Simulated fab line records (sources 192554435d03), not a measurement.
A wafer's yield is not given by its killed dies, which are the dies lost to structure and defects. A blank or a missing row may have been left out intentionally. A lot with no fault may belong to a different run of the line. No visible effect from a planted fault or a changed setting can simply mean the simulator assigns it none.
Which of the tools did it?    flow n5-finfet    72 wafers from 24 lots sampled at 5 of the route's 1938 steps

WHAT THE GAUGES SHOWED, per wafer
N5_BEOL_M4_OVL_MEAS_29.
lot   measured      on          V3_OVL (nm)
L074  day 7 13:56   overlay-01  -1.7 -1.4 -1.1
L077  day 8 06:43   overlay-01  -0.7 1.0 0.0
L076  day 8 11:02   overlay-02  0.6 0.1 0.6
L075  day 8 18:28   overlay-02  -0.6 -0.3 0.2
L078  day 8 20:14   overlay-01  0.5 0.4 -0.5
L080  day 8 22:27   overlay-01  -1.7 -1.6 -1.5
L079  day 8 23:50   overlay-02  -0.7 -1.6 -0.8
L081  day 9 00:02   overlay-02  -0.5 0.0 -0.8
L082  day 9 12:47   overlay-01  -0.8 1.6 0.1
L083  day 9 23:58   overlay-02  0.0 -0.2 -0.4
L085  day 10 09:56  overlay-02  -0.6 -0.9 -0.6
L086  day 10 19:27  overlay-01  -0.8 -0.4 0.4
L084  day 10 20:58  overlay-01  1.1 0.9 -0.4
L087  day 10 23:27  overlay-01  -1.2 0.1 -0.2
L088  day 11 02:18  overlay-02  0.5 -0.1 0.9
L090  day 11 04:08  overlay-01  -0.7 -1.1 -0.3
L089  day 11 07:39  overlay-02  -0.3 0.0 -1.0
L091  day 11 18:18  overlay-01  -1.8 -0.5 -1.7
L092  day 12 04:46  overlay-02  -0.9 1.3 -0.5
L093  day 12 15:22  overlay-01  -0.2 0.1 -1.6
L094  day 12 18:16  overlay-02  0.1 -0.6 0.0
L095  day 12 19:53  overlay-01  -1.4 -0.2 -0.1
L096  day 13 01:51  overlay-02  -1.5 -1.0 -0.6
L097  day 13 16:45  overlay-02  -0.3 0.5 0.0

N5_BEOL_M4_OCD_MEAS_38.
lot   measured      on      trench-depth-nm (nm)
L074  day 7 20:32   ocd-02  54.6 55.1 55.4
L077  day 8 09:01   ocd-02  54.9 56.1 54.6
L076  day 8 12:52   ocd-01  54.6 55.5 55.0
L075  day 8 19:14   ocd-02  56.4 56.2 56.3
L078  day 8 22:46   ocd-02  55.0 56.0 55.8
L080  day 9 00:41   ocd-02  56.8 55.4 55.3
L079  day 9 00:46   ocd-02  54.4 54.9 53.6
L081  day 9 04:23   ocd-02  55.3 55.6 54.4
L082  day 9 16:02   ocd-01  54.6 54.6 55.5
L083  day 10 01:58  ocd-01  55.4 54.0 54.9
L085  day 10 11:50  ocd-01  54.1 54.8 54.3
L086  day 10 21:00  ocd-02  56.1 54.7 54.8
L084  day 11 04:31  ocd-02  56.0 54.0 56.1
L087  day 11 05:14  ocd-02  54.4 53.2 54.8
L088  day 11 05:17  ocd-01  55.5 54.2 56.1
L090  day 11 08:38  ocd-01  54.1 55.2 54.5
L089  day 11 12:05  ocd-02  54.4 55.6 54.5
L091  day 12 02:36  ocd-02  53.9 55.0 55.2
L092  day 12 10:39  ocd-02  54.6 55.1 55.7
L093  day 12 18:02  ocd-01  54.4 55.5 54.6
L094  day 12 21:11  ocd-02  54.3 54.7 54.2
L095  day 13 00:26  ocd-01  54.9 54.8 54.6
L096  day 13 03:08  ocd-02  54.4 54.8 54.6
L097  day 13 19:50  ocd-01  53.3 55.0 54.1

N5_BEOL_M5_OVL_MEAS_12.
lot   measured      on          M5_OVL (nm)
L074  day 8 05:32   overlay-01  0.2 0.2 -0.4
L077  day 8 16:42   overlay-01  -1.0 0.7 -0.6
L076  day 8 20:40   overlay-01  -1.1 -0.3 0.7
L075  day 9 02:16   overlay-01  -0.4 -0.1 0.4
L078  day 9 05:29   overlay-02  -0.8 -1.3 -0.2
L080  day 9 08:22   overlay-01  -1.3 -0.5 -1.1
L079  day 9 09:01   overlay-02  -0.3 -0.5 0.2
L081  day 9 11:41   overlay-01  -1.5 0.6 -0.5
L082  day 9 22:23   overlay-01  -0.9 -0.4 0.7
L083  day 10 08:28  overlay-02  -1.2 -0.9 0.2
L085  day 10 18:46  overlay-01  -2.2 -0.8 -1.1
L086  day 11 04:56  overlay-01  -0.8 -1.1 -1.4
L084  day 11 12:21  overlay-01  -0.7 -0.1 -1.2
L087  day 11 12:35  overlay-01  -1.2 -0.2 -0.6
L088  day 11 12:45  overlay-02  0.5 0.2 0.3
L090  day 11 16:07  overlay-01  -1.2 -0.1 -1.3
L089  day 11 22:11  overlay-01  -1.0 -2.4 -0.6
L091  day 12 10:07  overlay-01  1.0 0.6 0.2
L092  day 12 18:38  overlay-01  0.2 -0.8 0.1
L093  day 13 00:41  overlay-01  -1.3 -1.0 -0.4
L094  day 13 03:50  overlay-02  0.1 0.0 -1.0
L095  day 13 07:57  overlay-02  -0.1 -0.2 -1.5
L096  day 13 11:14  overlay-02  0.0 -0.3 0.1
L097  day 14 03:09  overlay-01  -1.9 -0.9 -1.1

WHICH TOOL RAN EACH LOT (tool, then ch and the chambers of the sampled wafers, then the start)
lot   N5_BEOL_M4_VIA_ETCH_34              N5_BEOL_M4_STRIP_97
L074  rie-diel-05 ch 0,2,3, day 7 20:16   rie-diel-05 ch 0,2,3, day 7 20:32 or earlier
L077  rie-diel-04 ch 0,1,2, day 8 08:46   rie-diel-04 ch 0,1,2, day 8 09:01 or earlier
L076  rie-diel-04 ch 2,3, day 8 12:36     rie-diel-04 ch 2,3, day 8 12:52 or earlier
L075  rie-diel-02 ch 1,3, day 8 18:58     rie-diel-02 ch 1,3, day 8 19:14 or earlier
L078  rie-diel-05 ch 0,3, day 8 22:31     rie-diel-05 ch 0,3, day 8 22:46 or earlier
L080  rie-diel-04 ch 1,2, day 9 00:26     rie-diel-04 ch 1,2, day 9 00:41 or earlier
L079  rie-diel-05 ch 2,3, day 9 00:31     rie-diel-05 ch 2,3, day 9 00:46 or earlier
L081  rie-diel-02 ch 0,2, day 9 04:07     rie-diel-02 ch 0,2, day 9 04:23 or earlier
L082  rie-diel-05 ch 1,2, day 9 15:47     rie-diel-05 ch 1,2, day 9 16:02 or earlier
L083  rie-diel-02 ch 0,1,2, day 10 01:43  rie-diel-02 ch 0,1,2, day 10 01:58 or earlier
L085  rie-diel-04 ch 1,3, day 10 11:35    rie-diel-04 ch 1,3, day 10 11:50 or earlier
L086  rie-diel-04 ch 1,2,3, day 10 20:44  rie-diel-04 ch 1,2,3, day 10 21:00 or earlier
L084  rie-diel-02 ch 2,3, day 11 04:16    rie-diel-02 ch 2,3, day 11 04:31 or earlier
L087  rie-diel-05 ch 0,1,3, day 11 04:59  rie-diel-05 ch 0,1,3, day 11 05:14 or earlier
L088  rie-diel-02 ch 0,1, day 11 05:02    rie-diel-02 ch 0,1, day 11 05:17 or earlier
L090  rie-diel-02 ch 0,2,3, day 11 08:23  rie-diel-02 ch 0,2,3, day 11 08:38 or earlier
L089  rie-diel-02 ch 0,2,3, day 11 11:50  rie-diel-02 ch 0,2,3, day 11 12:05 or earlier
L091  rie-diel-05 ch 0,1,2, day 12 02:21  rie-diel-05 ch 0,1,2, day 12 02:36 or earlier
L092  rie-diel-04 ch 0,2,3, day 12 10:24  rie-diel-04 ch 0,2,3, day 12 10:39 or earlier
L093  rie-diel-05 ch 0,1,2, day 12 17:47  rie-diel-05 ch 0,1,2, day 12 18:02 or earlier
L094  rie-diel-05 ch 0,1,3, day 12 20:57  rie-diel-05 ch 0,1,3, day 12 21:11 or earlier
L095  rie-diel-04 ch 1,3, day 13 00:11    rie-diel-04 ch 1,3, day 13 00:26 or earlier
L096  rie-diel-04 ch 2,3, day 13 02:52    rie-diel-04 ch 2,3, day 13 03:08 or earlier
L097  rie-diel-04 ch 0,1,2, day 13 19:34  rie-diel-04 ch 0,1,2, day 13 19:50 or earlier
- N5_BEOL_M4_VIA_ETCH_34: etches the open film in C4F6/O2, target depth 69.4 nm, time 65.9 s.
- N5_BEOL_M4_STRIP_97: strips in N2/H2, time 10 s.

AS READ BY THE TOOLS THEMSELVES (means over the sampled wafers that have a number; for cases with no such wafer, the mark the record gives instead)
N5_BEOL_M4_VIA_ETCH_34.
lot   tool         drypump-motor-current-A (A)  oes-product-au (a.u.)  rf-vpp-V (V)  showerhead-plenum-p-Torr (Torr)  throttle-valve-pct (%)
L074  rie-diel-05  5.5                          0.80                   668           2.94                             30.43
L077  rie-diel-04  5.3                          0.76                   664           2.81                             30.86
L076  rie-diel-04  5.1                          0.82                   677           2.75                             30.57
L075  rie-diel-02  5.1                          0.88                   657           2.90                             30.61
L078  rie-diel-05  5.2                          0.83                   667           2.90                             30.29
L080  rie-diel-04  5.1                          0.76                   665           2.88                             30.85
L079  rie-diel-05  5.8                          0.83                   672           2.98                             30.65
L081  rie-diel-02  5.8                          0.70                   658           2.86                             30.74
L082  rie-diel-05  5.8                          0.71                   671           2.86                             30.74
L083  rie-diel-02  5.5                          0.75                   659           2.85                             30.71
L085  rie-diel-04  5.4                          0.69                   667           2.86                             30.82
L086  rie-diel-04  5.2                          0.75                   671           2.80                             30.71
L084  rie-diel-02  5.6                          0.80                   659           2.89                             30.64
L087  rie-diel-05  5.4                          0.79                   669           2.85                             30.63
L088  rie-diel-02  5.2                          0.78                   660           2.83                             30.72
L090  rie-diel-02  5.7                          0.74                   662           2.83                             30.73
L089  rie-diel-02  5.6                          0.75                   661           2.83                             30.72
L091  rie-diel-05  5.5                          0.72                   670           2.83                             30.59
L092  rie-diel-04  5.4                          0.73                   671           2.71                             30.73
L093  rie-diel-05  5.4                          0.72                   668           2.83                             30.61
L094  rie-diel-05  5.4                          0.77                   669           2.85                             30.64
L095  rie-diel-04  5.5                          0.67                   674           2.76                             30.70
L096  rie-diel-04  5.3                          0.72                   679           2.71                             30.58
L097  rie-diel-04  5.3                          0.82                   665           2.79                             30.88

N5_BEOL_M4_STRIP_97.
lot   tool         drypump-motor-current-A (A)  h2-flow-sccm (sccm)  oes-product-au (a.u.)  rf-vpp-V (V)  showerhead-plenum-p-Torr (Torr)  throttle-valve-pct (%)
L074  rie-diel-05  5.5                          199.7                0.82                   59.6          2.64                             23.45
L077  rie-diel-04  5.3                          200.3                0.77                   59.5          2.50                             23.62
L076  rie-diel-04  5.1                          200.0                0.82                   58.4          2.45                             23.37
L075  rie-diel-02  5.1                          200.2                0.89                   58.9          2.58                             23.29
L078  rie-diel-05  5.3                          200.1                0.84                   58.9          2.62                             23.29
L080  rie-diel-04  5.1                          200.6                0.76                   59.4          2.56                             23.56
L079  rie-diel-05  5.8                          200.8                0.84                   60.4          2.68                             23.59
L081  rie-diel-02  5.8                          199.9                0.71                   58.5          2.57                             23.82
L082  rie-diel-05  5.8                          200.0                0.71                   58.0          2.56                             23.75
L083  rie-diel-02  5.5                          200.0                0.75                   57.8          2.55                             23.68
L085  rie-diel-04  5.4                          200.6                0.70                   58.3          2.54                             23.65
L086  rie-diel-04  5.2                          199.9                0.75                   59.1          2.49                             23.52
L084  rie-diel-02  5.6                          200.1                0.81                   59.7          2.58                             23.49
L087  rie-diel-05  5.4                          200.0                0.79                   58.8          2.56                             23.55
L088  rie-diel-02  5.2                          199.8                0.79                   59.0          2.52                             23.57
L090  rie-diel-02  5.6                          199.8                0.74                   58.8          2.54                             23.75
L089  rie-diel-02  5.6                          199.9                0.75                   59.2          2.54                             23.74
L091  rie-diel-05  5.4                          200.3                0.72                   58.9          2.53                             23.61
L092  rie-diel-04  5.5                          200.1                0.73                   58.5          2.42                             23.60
L093  rie-diel-05  5.4                          199.9                0.72                   58.9          2.53                             23.61
L094  rie-diel-05  5.4                          199.7                0.77                   59.0          2.55                             23.56
L095  rie-diel-04  5.5                          200.1                0.68                   58.1          2.46                             23.63
L096  rie-diel-04  5.4                          200.0                0.73                   58.7          2.42                             23.51
L097  rie-diel-04  5.3                          200.3                0.82                   59.0          2.48                             23.61

THE ANSWER, worked out from the rows above alone
Rule: the lots themselves supply what counts as usual. The widest of any qualifying gaps counts: lots, ordered by their means at a reading, are off when they make up no more than a third of the lots, leave a main group of 4 or more, and stand apart from it by 3 or more times the standard deviation of that group's means. Not used: any main group whose means are identical at the precision the tables above print for the reading. A lot without any number at a reading at which 4 lots or more have one is off too. Any other lot the step has rows for is counted as sound. The gauges are gone through in route order, then the tools' own readings, and for those a lot's mean is taken as printed above. The first step at which some lot is off is used, and at that step the reading that is off furthest; a lot without a number counts as furthest.
No lot is off on any of the readings shown, so nothing can be concluded from this.

WHAT WAS PUT IN BY THE SIMULATOR
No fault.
